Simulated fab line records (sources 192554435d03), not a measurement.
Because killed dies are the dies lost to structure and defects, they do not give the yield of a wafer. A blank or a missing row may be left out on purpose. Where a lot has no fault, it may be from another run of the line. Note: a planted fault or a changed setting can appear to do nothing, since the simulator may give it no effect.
fab line records	flow n5_finfet
record: lots: 7	wafers: 21
route steps=1938 shown BEOL_M9@1406 BEOL_M10@1477 BEOL_M12@1648
start_h: start of the lot's first displayed wafer, in hours after the record's first day	wait_h: how many hours have passed since the lot's step before this one	" identical to the entry in the row above	L1.1+2: a single row standing in for several wafers	- either no value or no given start	* or withheld: withheld	< > ~ a bound
route shown NAME@n: a module of which the file shows steps, and the number in the route of the first	usual: mean/standard deviation taken from wafers without a fault	same: alike in all rows	chamber/n: place in a boat	sites: the reading at each site	_std_site: standard deviation of those values	_edge_site: inner sites' mean taken away from outer sites' mean	radius_mm: how far each site lies from the wafer's centre	mask NAME#n: copy n	behind: the last tool/chamber to shape the wafer	hold: why the lot went on hold/how many hours it stayed there/how the hold came to an end	device: whichever transistor did not switch (one of n, p or np)	end of line: tests of these same wafers at the route's end	a step without rows: its recipe alone	killed: dies that structure and defects cost at the first sort, which is not the same as the wafer's yield	map: shows each die of a wafer: x if killed, . if not, _ if none is there
set.NAME: the setting the step ran with; set.NAME@STEP: the setting that earlier step ran with	model.NAME: the simulator's own value behind a step, which no gauge read
lots where settings were altered on purpose, with a table for each step and a row for each wafer
== steps ==
step: N5_BEOL_M9_COAT_59
recipe: resist: SOC	temp_c: 250	time_s: 60	spin_rpm: 1500	resist_thk_nm: 100
lot.wafer	tool	chamber	start_h	wait_h	set.spin_rpm	model.SOC_of_BEOL_M9_COAT_59.thk_nm
L075.1	litho_track-05	0	223.61	0.1	1500	100.2
L075.3+5	"	0	"	"	1429	102.8
L082.1	litho_track-05	0	261.60	0.1	1500	99.8
L082.2	"	0	"	"	1500	99.6
L082.6	"	0	"	"	1500	100
L083.1+4	litho_track-05	0	265.69	0.1	1378	103.6
L083.3	"	0	"	"	1500	99.6
L087.1	litho_track-04	0	297.05	0.1	1500	100.2
L087.2	"	0	"	"	1365	104.6
L087.4	"	0	"	"	1365	105
L093.3	litho_track-05	0	329.41	0.1	1560	97.8
L093.5	"	0	"	"	1560	97.6
L093.6	"	0	"	"	1500	99.8
L095.2	litho_track-02	0	338.31	0.1	1643	95.6
L095.4	"	0	"	"	1500	99.8
L095.6	"	0	"	"	1643	95.4
L096.1+3	litho_track-04	0	345.56	0.1	1500	100
L096.6	"	0	"	"	1601	97
step: N5_BEOL_M9_COAT_05
recipe: resist: CAR-ArF	spin_rpm: 1500	resist_thk_nm: 90
lot.wafer	tool	chamber	start_h	wait_h	set.spin_rpm	model.CAR-ArF_of_BEOL_M9_COAT_05.thk_nm
L075.1+3	litho_track-05	0	-	-	1500	89.8
L075.5	"	0	"	"	1589	87.4
L082.1+2	litho_track-05	0	-	-	1500	90
L082.6	"	0	"	"	1500	89.8
L083.1	litho_track-05	0	-	-	1500	90
L083.3+4	"	0	"	"	1416	92.4
L087.1	litho_track-04	0	-	-	1408	93.2
L087.2	"	0	"	"	1500	90.4
L087.4	"	0	"	"	1500	90
L093.3	litho_track-05	0	-	-	1339	95.2
L093.5	"	0	"	"	1500	90.2
L093.6	"	0	"	"	1500	90
L095.2	litho_track-02	0	-	-	1500	90
L095.4+6	"	0	"	"	1500	89.8
L096.1+6	litho_track-04	0	-	-	1500	90.2
L096.3	"	0	"	"	1500	90.6
step: N5_BEOL_M9_EBR_07
recipe: solvent: PGMEA	ebr_width_mm: 1.5
step: N5_BEOL_M9_SOFTBAKE_06
recipe: temp_c: 110	time_s: 60	resist: CAR-ArF
step: N5_BEOL_M9_EXPOSE_08
recipe: mask_id: M9	na: 1.35	source_shape: dipole	sigma_inner: 0.411	sigma_outer: 0.611	polarization: te	dose_mj: 53.75
step: N5_BEOL_M9_PEB_09
recipe: peb_temp_c: withheld	peb_time_s: 60	resist: CAR-ArF
step: N5_BEOL_M9_DEVELOP_10
recipe: develop_time_s: 30	developer: TMAH	resist: CAR-ArF	rinse_liquid: diw	dry: air_spin	dev_temp_c: 23
lot.wafer	tool	chamber	start_h	wait_h	set.spin_rpm@BEOL_M9_COAT_05	model.CAR-ArF_of_BEOL_M9_COAT_05.thk_nm
L075.1	litho_track-04	0	-	-	1500	88.2
L075.3	"	0	"	"	1500	88
L075.5	"	0	"	"	1589	85.6
L082.1+2+6	litho_track-05	0	-	-	1500	88.2
L083.1	litho_track-04	0	-	-	1500	88.2
L083.3	"	0	"	"	1416	90.8
L083.4	"	0	"	"	1416	90.6
L087.1	litho_track-04	0	-	-	1408	91.6
L087.2	"	0	"	"	1500	88.6
L087.4	"	0	"	"	1500	88.2
L093.3	litho_track-05	0	-	-	1339	93.4
L093.5	"	0	"	"	1500	88.4
L093.6	"	0	"	"	1500	88.2
L095.2	litho_track-02	0	-	-	1500	88.4
L095.4+6	"	0	"	"	1500	88.2
L096.1	litho_track-02	0	-	-	1500	88.4
L096.3	"	0	"	"	1500	88.8
L096.6	"	0	"	"	1500	88.6
step: N5_BEOL_M9_DESCUM_16
recipe: chemistry: O2	time_s: 7.9	source_power_w: 50	bias_power_w: 20	pressure_mtorr: 20	rf_frequency_hz: 2.712e+07	temp_c: 40	resist: CAR-ArF	o2_flow_sccm: 225
step: N5_BEOL_M9_ETCH_61
recipe: chemistry: CF4	target: SiARC	target_depth_a: 390	mask_material: CAR-ArF	time_s: 65	ion_energy_ev: 80	pressure_mtorr: 40	source_w: 545	bias_w: 36	Ar_flow_sccm: 100	cf4_flow_sccm: 100	ends: cleared
step: N5_BEOL_M9_ETCH_62
recipe: chemistry: N2/H2	target: SOC	target_depth_a: 1100	overetch_a: 220	mask_material: SiARC	temp_c: 40	time_s: 165	ion_energy_ev: 200	pressure_mtorr: 30	source_w: 840	bias_w: 150	n2_flow_sccm: 200	h2_flow_sccm: 200
lot.wafer	tool	chamber	start_h	wait_h	set.spin_rpm@BEOL_M9_COAT_59	model.etch.depth_nm
L075.1	rie_diel-01	0	224.67	0.0	1500	100.1
L075.3+5	"	2	"	"	1429	102.9
L082.1	rie_diel-05	3	262.15	0.0	1500	99.86
L082.2	"	1	"	"	1500	99.67
L082.6	"	0	"	"	1500	99.94
L083.1+4	rie_diel-05	0,3	266.24	0.0	1378	103.7
L083.3	"	3	"	"	1500	99.59
L087.1	rie_diel-06	2	297.62	0.0	1500	100.2
L087.2	"	3	"	"	1365	104.6
L087.4	"	1	"	"	1365	104.9
L093.3	rie_diel-01	2	329.95	0.0	1560	97.88
L093.5	"	2	"	"	1560	97.64
L093.6	"	1	"	"	1500	99.82
L095.2	rie_diel-01	3	338.86	0.0	1643	95.51
L095.4	"	3	"	"	1500	99.73
L095.6	"	1	"	"	1643	95.36
L096.1	rie_diel-01	2	346.10	0.0	1500	100
L096.3	"	1	"	"	1500	100.1
L096.6	"	3	"	"	1601	96.99
step: N5_BEOL_M9_STRIP_68
recipe: chemistry: N2/H2	temp_c: 40	n2_flow_sccm: 200	h2_flow_sccm: 200	rf_frequency_hz: 6e+07
step: N5_BEOL_M9_STRIP_67
recipe: chemistry: CF4	resist: SiARC	power_w: 300	bias_power_w: 75	pressure_mtorr: 50	cf4_flow_sccm: 150	rf_frequency_hz: 6e+07
step: N5_BEOL_M9_HM_OPEN_17
recipe: chemistry: Cl2/BCl3	target_depth_a: 200	overetch_a: 60	target: TiN	mask_material: SOC	ion_energy_ev: 150	pressure_mtorr: 10	icp_w: 1000	bias_w: 126	Cl2_flow_sccm: 53.25	bcl3_flow_sccm: 21.75	Ar_flow_sccm: 25
lot.wafer	tool	chamber	start_h	wait_h	set.spin_rpm@BEOL_M9_COAT_59	model.SOC_of_BEOL_M9_COAT_59.thk_nm
L075.1	rie_metal-02	0	224.86	0.0	1500	92
L075.3+5	"	1	"	"	1429	94.8
L082.1	rie_metal-03	0	262.35	0.0	1500	91.8
L082.2	"	1	"	"	1500	91.6
L082.6	"	0	"	"	1500	92
L083.1	rie_metal-02	1	266.42	0.0	1378	95.8
L083.3	"	1	"	"	1500	91.6
L083.4	"	0	"	"	1378	95.6
L087.1	rie_metal-03	1	297.81	0.0	1500	92.2
L087.2	"	0	"	"	1365	96.6
L087.4	"	1	"	"	1365	97
L093.3	rie_metal-01	1	330.17	0.1	1560	90
L093.5	"	0	"	"	1560	89.8
L093.6	"	1	"	"	1500	92
L095.2+6	rie_metal-02	0	339.04	0.0	1643	87.4
L095.4	"	0	"	"	1500	91.8
L096.1+3	rie_metal-03	1	346.29	0.0	1500	92
L096.6	"	1	"	"	1601	89
step: N5_BEOL_M10_COAT_05
recipe: resist: CAR-ArF	spin_rpm: 1500	resist_thk_nm: 90
lot.wafer	tool	chamber	start_h	wait_h	set.spin_rpm	model.CAR-ArF_of_BEOL_M10_COAT_05.thk_nm
L075.1+3+5	litho_track-03	0	-	-	1412	93
L082.1+2+6	litho_track-02	0	-	-	1500	90.4
L083.1	litho_track-01	0	-	-	1500	89.8
L083.3+4	"	0	"	"	1500	90
L087.1+2	litho_track-02	0	-	-	1500	89.8
L087.4	"	0	"	"	1424	92
L093.3	litho_track-02	0	-	-	1419	92.4
L093.5	"	0	"	"	1419	92.2
L093.6	"	0	"	"	1500	89.6
L095.2	litho_track-01	0	-	-	1500	90
L095.4+6	"	0	"	"	1429	92.2
L096.1	litho_track-02	0	-	-	1500	89.8
L096.3	"	0	"	"	1437	92
L096.6	"	0	"	"	1437	91.8
step: N5_BEOL_M10_EBR_07
recipe: solvent: PGMEA	ebr_width_mm: 1.5
step: N5_BEOL_M10_SOFTBAKE_06
recipe: temp_c: 110	time_s: 60	resist: CAR-ArF
step: N5_BEOL_M10_DESCUM_16
recipe: chemistry: O2	time_s: 7.9	source_power_w: 50	bias_power_w: 20	pressure_mtorr: 20	rf_frequency_hz: 2.712e+07	temp_c: 40	resist: CAR-ArF	o2_flow_sccm: 225
lot.wafer	tool	chamber	start_h	wait_h	set.spin_rpm@BEOL_M10_COAT_05	model.CAR-ArF_of_BEOL_M10_COAT_05.thk_nm
L075.1	rie_diel-02	2	233.86	2.0	1412	86.6
L075.3+5	"	0,2	"	"	1412	86.4
L082.1+2	rie_diel-02	1,2	270.06	0.1	1500	83.8
L082.6	"	1	"	"	1500	83.6
L083.1+3+4	rie_diel-03	0,1,2	274.30	0.0	1500	83.4
L087.1	rie_diel-03	3	303.39	0.0	1500	83.4
L087.2	"	2	"	"	1500	83.2
L087.4	"	0	"	"	1424	85.6
L093.3	rie_diel-03	0	337.74	0.0	1419	85.8
L093.5	"	2	"	"	1419	85.6
L093.6	"	3	"	"	1500	83.2
L095.2	rie_diel-02	1	346.54	0.7	1500	83.2
L095.4+6	"	0	"	"	1429	85.6
L096.1	rie_diel-02	0	360.39	0.4	1500	83.2
L096.3	"	2	"	"	1437	85.4
L096.6	"	1	"	"	1437	85.2
step: N5_BEOL_M10_TRENCH_ETCH_37
recipe: chemistry: C4F6/O2	target_depth_a: 1488.3	target: SiCOH_lowk	time_s: 48	ion_energy_ev: 250	pressure_mtorr: 30	source_w: 345	bias_w: 185	Ar_flow_sccm: 300	C4F6_flow_sccm: 10	O2_flow_sccm: 10
lot.wafer	tool	chamber	start_h	wait_h	set.time_s	model.BEOL_M10.feature_depth_nm	model.etch.depth_nm
L075.1	rie_diel-02	2	-	-	48	148.2	148.2
L075.3	"	3	"	"	48	144.4	144.5
L075.5	"	2	"	"	48	148.8	148.7
L082.1	rie_diel-04	3	-	-	48	149	149.1
L082.2	"	0	"	"	48	149.6	149.6
L082.6	"	3	"	"	48	149.2	149.1
L083.1	rie_diel-04	0	-	-	48	150	149.9
L083.3	"	1	"	"	48	148.4	148.3
L083.4	"	2	"	"	48	149.4	149.4
L087.1	rie_diel-02	3	-	-	48	145.8	145.9
L087.2	"	2	"	"	48	148.4	148.4
L087.4	"	1	"	"	55.06	172.4	172.3
L093.3	rie_diel-02	3	-	-	48	152.8	152.8
L093.5	"	0	"	"	48	151.2	151.3
L093.6	"	3	"	"	48	151	151
L095.2	rie_diel-04	2	-	-	48	150.2	150.2
L095.4	"	0	"	"	48	149.2	149.3
L095.6	"	0	"	"	48	149.8	149.8
L096.1	rie_diel-02	0	-	-	48	150.2	150.3
L096.3	"	2	"	"	48	146	146
L096.6	"	1	"	"	41.55	129	129
step: N5_BEOL_M10_ETCH_41
recipe: chemistry: CH3F/O2	target: SiCN	target_depth_a: 426	taper_deg: 2	time_s: 86	ion_energy_ev: 120	mask_material: TiN	pressure_mtorr: 30	source_w: 395	bias_w: 75	Ar_flow_sccm: 150	CH3F_flow_sccm: 30	O2_flow_sccm: 20
step: N5_BEOL_M10_STRIP_77
recipe: chemistry: N2/H2	time_s: 10	power_w: 450	temp_c: 40	pressure_mtorr: 20	rf_frequency_hz: 6e+07	bias_power_w: 7	n2_flow_sccm: 200	h2_flow_sccm: 200
step: N5_BEOL_M10_OCD_MEAS_38
usual: trench_depth_nm: 149.5/1.9
lot.wafer	tool	chamber	start_h	wait_h	set.time_s@BEOL_M10_TRENCH_ETCH_37	trench_depth_nm
L075.1	ocd-01	-	237.32	-	48	148.1
L075.3	"	-	"	"	48	144.3
L075.5	"	-	"	"	48	148.6
L082.1	ocd-02	-	271.54	-	48	149.1
L082.2	"	-	"	"	48	149.5
L082.6	"	-	"	"	48	148.7
L083.1	ocd-01	-	275.74	-	48	149.7
L083.3	"	-	"	"	48	147.8
L083.4	"	-	"	"	48	149.1
L087.1	ocd-01	-	306.18	-	48	145.6
L087.2	"	-	"	"	48	148.0
L087.4	"	-	"	"	55.06	172.4
L093.3	ocd-02	-	340.40	-	48	152.5
L093.5	"	-	"	"	48	151.3
L093.6	"	-	"	"	48	150.7
L095.2	ocd-01	-	349.27	-	48	150.5
L095.4	"	-	"	"	48	149.4
L095.6	"	-	"	"	48	149.8
L096.1	ocd-01	-	363.29	-	48	150.2
L096.3	"	-	"	"	48	145.8
L096.6	"	-	"	"	41.55	128.7
step: N5_BEOL_M10_ALD_74
recipe: material: TaN	target_thk_a: 20	temp_c: 275	ald_precursor_family: PDMAT	ald_co_reactant: NH3	pressure_torr: 3	carrier_flow_sccm: 1500	pulse_time_s: 2	purge_time_s: 3	co_reactant_purge_time_s: 2	co_reactant_pulse_time_s: 3	ald_cycles: 40	precursor_vessel_temp_c: 75	precursor_vessel_pressure_torr: 26.25	precursor_vessel_carrier_sccm: 1000
lot.wafer	tool	chamber	start_h	wait_h	set.ald_cycles
L075.1+5	ald_metal-01	3,2	239.07	0.0	45
L075.3	"	2	"	"	40
L082.1+2+6	ald_metal-01	2,0,0	273.77	0.1	40
L083.1	ald_metal-03	0	276.52	0.0	38
L083.3+4	"	3,2	"	"	40
L087.1+2+4	ald_metal-01	2,3,1	307.61	0.1	40
L093.3+5+6	ald_metal-04	2,3,0	341.19	0.0	40
L095.2	ald_metal-01	1	350.13	0.2	40
L095.4+6	"	3,2	"	"	38
L096.1+6	ald_metal-03	3,0	363.97	0.0	37
L096.3	"	0	"	"	40
step: N5_BEOL_M10_SURFACE_TREAT_76
recipe: gas: Ar	time_s: *	ion_energy_ev: *	ion_current_ma_cm2: 0.5	pressure_mtorr: *	ar_flow_sccm: 30
step: N5_BEOL_M10_CVD_75
recipe: material: Co	target_thk_a: 20	temp_c: withheld	precursor: CCTBA/H2	pressure_torr: 30	time_s: 138.9
step: N5_BEOL_M10_ECD_50
recipe: material: Cu	target_thk_a: 3180
step: N5_BEOL_M10_ANNEAL_51
recipe: temp_c: 225	time_s: 90	ambient: N2
step: N5_BEOL_M10_CMP_52
recipe: stop_on: SiCOH_lowk	t_overpolish_s: 7	down_force_psi: 1	platen_rpm: 50	clearing_platen_down_force_psi: 1.5	clearing_platen_rpm: 50	post_cmp_clean: cu_alkaline	target_thk_nm: 140	clearing_platen_pad_velocity_m_s: 0.99484	pad_velocity_m_s: 0.99484
lot.wafer	tool	chamber	start_h	wait_h	set.time_s@BEOL_M10_TRENCH_ETCH_37	model.Cu_of_BEOL_M10_ECD_50.thk_nm
L075.1+5	cmp-02	2	240.43	0.3	48	139.6
L075.3	"	0	"	"	48	136
L082.1+6	cmp-04	0,3	276.02	0.3	48	142.2
L082.2	"	1	"	"	48	142.6
L083.1	cmp-02	3	277.74	0.3	48	142.4
L083.4+3	"	0,1	"	"	48	140.6
L087.4	cmp-01	1	308.77	0.1	55.06	164.4
L087.2	"	2	"	"	48	140.4
L087.1	"	0	"	"	48	137.4
L093.3	cmp-04	1	342.91	0.4	48	145
L093.5	"	2	"	"	48	141.6
L093.6	"	3	"	"	48	141.4
L095.4	cmp-04	1	354.10	0.2	48	140.8
L095.2	"	2	"	"	48	141.6
L095.6	"	1	"	"	48	141.4
L096.1	cmp-02	1	365.07	0.3	48	144
L096.3	"	3	"	"	48	137
L096.6	"	1	"	"	41.55	122
step: N5_BEOL_M10_THK_MEAS_53
recipe: thk_meas_gauge: xrf	reads: Cu_of_BEOL_M10_ECD_50
usual: M10_THK: 139.5/2.3
lot.wafer	tool	chamber	start_h	wait_h	set.time_s@BEOL_M10_TRENCH_ETCH_37	M10_THK[nm]
L075.1	film_metro-02	-	240.73	-	48	138.0
L075.3	"	-	"	"	48	134.0
L075.5	"	-	"	"	48	137.5
L082.1	film_metro-01	-	276.27	-	48	139.5
L082.2	"	-	"	"	48	140.4
L082.6	"	-	"	"	48	140.5
L083.1	film_metro-01	-	278.00	-	48	139.7
L083.3	"	-	"	"	48	138.7
L083.4	"	-	"	"	48	138.3
L087.1	film_metro-02	-	309.06	-	48	135.4
L087.2	"	-	"	"	48	138.0
L087.4	"	-	"	"	55.06	162.4
L093.3	film_metro-02	-	343.09	-	48	145.0
L093.5	"	-	"	"	48	141.2
L093.6	"	-	"	"	48	140.9
L095.2	film_metro-02	-	354.36	-	48	140.6
L095.4	"	-	"	"	48	140.4
L095.6	"	-	"	"	48	141.3
L096.1	film_metro-01	-	365.33	-	48	140.8
L096.3	"	-	"	"	48	134.3
L096.6	"	-	"	"	41.55	119.7
step: N5_BEOL_M10_PRE_CLEAN_55
recipe: gas: NH3	time_s: 15	temp_c: withheld	rf_power_w: 300
step: N5_BEOL_M10_DEP_56
recipe: material: SiCN	target_thk_a: 150	temp_c: withheld	precursor: 3MS/NH3	pressure_torr: 3	rf_w: 202	time_s: 26.5
step: N5_BEOL_M10_RS_MEAS_57
recipe: thk_meas_gauge: four-point-probe	reads: Cu_of_BEOL_M10_ECD_50+Co_of_BEOL_M10_CVD_75+TaN_of_BEOL_M10_ALD_74
usual: M10_RS: 0.1496/0.0025
lot.wafer	tool	chamber	start_h	wait_h	set.time_s@BEOL_M10_TRENCH_ETCH_37	M10_RS[ohm/sq]
L075.1	film_metro-01	-	240.90	0.1	48	0.1512
L075.3	"	-	"	"	48	0.1555
L075.5	"	-	"	"	48	0.1510
L082.1	film_metro-02	-	276.41	0.1	48	0.1484
L082.2	"	-	"	"	48	0.1477
L082.6	"	-	"	"	48	0.1484
L083.1	film_metro-02	-	278.13	0.1	48	0.1481
L083.3	"	-	"	"	48	0.1501
L083.4	"	-	"	"	48	0.1497
L087.1	film_metro-01	-	309.20	0.1	48	0.1539
L087.2	"	-	"	"	48	0.1500
L087.4	"	-	"	"	55.06	0.1263
L093.3	film_metro-02	-	343.22	0.1	48	0.1450
L093.5	"	-	"	"	48	0.1491
L093.6	"	-	"	"	48	0.1490
L095.2	film_metro-01	-	354.50	0.1	48	0.1491
L095.4	"	-	"	"	48	0.1494
L095.6	"	-	"	"	48	0.1488
L096.1	film_metro-02	-	365.47	0.1	48	0.1462
L096.3	"	-	"	"	48	0.1543
L096.6	"	-	"	"	41.55	0.1755
step: N5_BEOL_M12_SPUTTER_43
recipe: material: TaN	target_thk_a: 150	temp_c: 50	bias_v: 168.6	power_w: 15000	chamber_pressure_pa: 0.12	time_s: 24.19
lot.wafer	tool	chamber	start_h	wait_h	set.power_w	model.TaN_of_BEOL_M12_SPUTTER_43.thk_nm
L075.1	pvd_sputter-03	-	251.88	0.0	16110	16
L075.3	"	-	"	"	15000	15
L075.5	"	-	"	"	16110	16.4
L082.1+6	pvd_sputter-02	-	286.53	0.0	15000	15
L082.2	"	-	"	"	15000	14.8
L083.1	pvd_sputter-02	-	292.80	0.0	15000	14.6
L083.3	"	-	"	"	15000	15
L083.4	"	-	"	"	15000	14.8
L087.1	pvd_sputter-03	-	324.03	0.0	15000	15.6
L087.2	"	-	"	"	12670	13
L087.4	"	-	"	"	12670	13.2
L093.3	pvd_sputter-02	-	353.30	0.0	14270	13.8
L093.5	"	-	"	"	15000	14.8
L093.6	"	-	"	"	14270	14
L095.2	pvd_sputter-02	-	372.15	0.0	16410	16.6
L095.4	"	-	"	"	16410	16.2
L095.6	"	-	"	"	15000	15.2
L096.1+3	pvd_sputter-02	-	378.91	0.0	15000	14.8
L096.6	"	-	"	"	17530	17.2
== key ==
split: step: N5_BEOL_M9_COAT_59	setting: spin_rpm	stated: 1500	by: wafer
response: step: N5_BEOL_M9_COAT_59	reading: model.SOC_of_BEOL_M9_COAT_59.thk_nm	change: -0.484	per: 1%	r: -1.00
response: step: N5_BEOL_M9_ETCH_62	reading: model.etch.depth_nm	change: -0.489	per: 1%	r: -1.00
response: step: N5_BEOL_M9_HM_OPEN_17	reading: model.SOC_of_BEOL_M9_COAT_59.thk_nm	change: -0.493	per: 1%	r: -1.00
split: step: N5_BEOL_M9_COAT_05	setting: spin_rpm	stated: 1500	by: wafer
response: step: N5_BEOL_M9_COAT_05	reading: model.CAR-ArF_of_BEOL_M9_COAT_05.thk_nm	change: -0.46	per: 1%	r: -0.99
response: step: N5_BEOL_M9_DEVELOP_10	reading: model.CAR-ArF_of_BEOL_M9_COAT_05.thk_nm	change: -0.47	per: 1%	r: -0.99
split: step: N5_BEOL_M10_COAT_05	setting: spin_rpm	stated: 1500	by: wafer
response: step: N5_BEOL_M10_COAT_05	reading: model.CAR-ArF_of_BEOL_M10_COAT_05.thk_nm	change: -0.474	per: 1%	r: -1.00
response: step: N5_BEOL_M10_DESCUM_16	reading: model.CAR-ArF_of_BEOL_M10_COAT_05.thk_nm	change: -0.478	per: 1%	r: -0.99
split: step: N5_BEOL_M10_TRENCH_ETCH_37	setting: time_s	stated: 48	by: wafer
response: step: N5_BEOL_M10_TRENCH_ETCH_37	reading: model.BEOL_M10.feature_depth_nm	change: +1.58	per: 1%	r: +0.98
response: step: N5_BEOL_M10_TRENCH_ETCH_37	reading: model.etch.depth_nm	change: +1.58	per: 1%	r: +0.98
response: step: N5_BEOL_M10_OCD_MEAS_38	reading: trench_depth_nm	change: +1.6	per: 1%	r: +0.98
response: step: N5_BEOL_M10_CMP_52	reading: model.Cu_of_BEOL_M10_ECD_50.thk_nm	change: +1.57	per: 1%	r: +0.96
response: step: N5_BEOL_M10_THK_MEAS_53	reading: M10_THK	change: +1.56	per: 1%	r: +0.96
response: step: N5_BEOL_M10_RS_MEAS_57	reading: M10_RS	change: -0.00181	per: 1%	r: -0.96
split: step: N5_BEOL_M10_ALD_74	setting: ald_cycles	stated: 40	by: wafer
response none clear
split: step: N5_BEOL_M12_SPUTTER_43	setting: power_w	stated: 15000	by: wafer
response: step: N5_BEOL_M12_SPUTTER_43	reading: model.TaN_of_BEOL_M12_SPUTTER_43.thk_nm	change: +0.15	per: 1%	r: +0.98
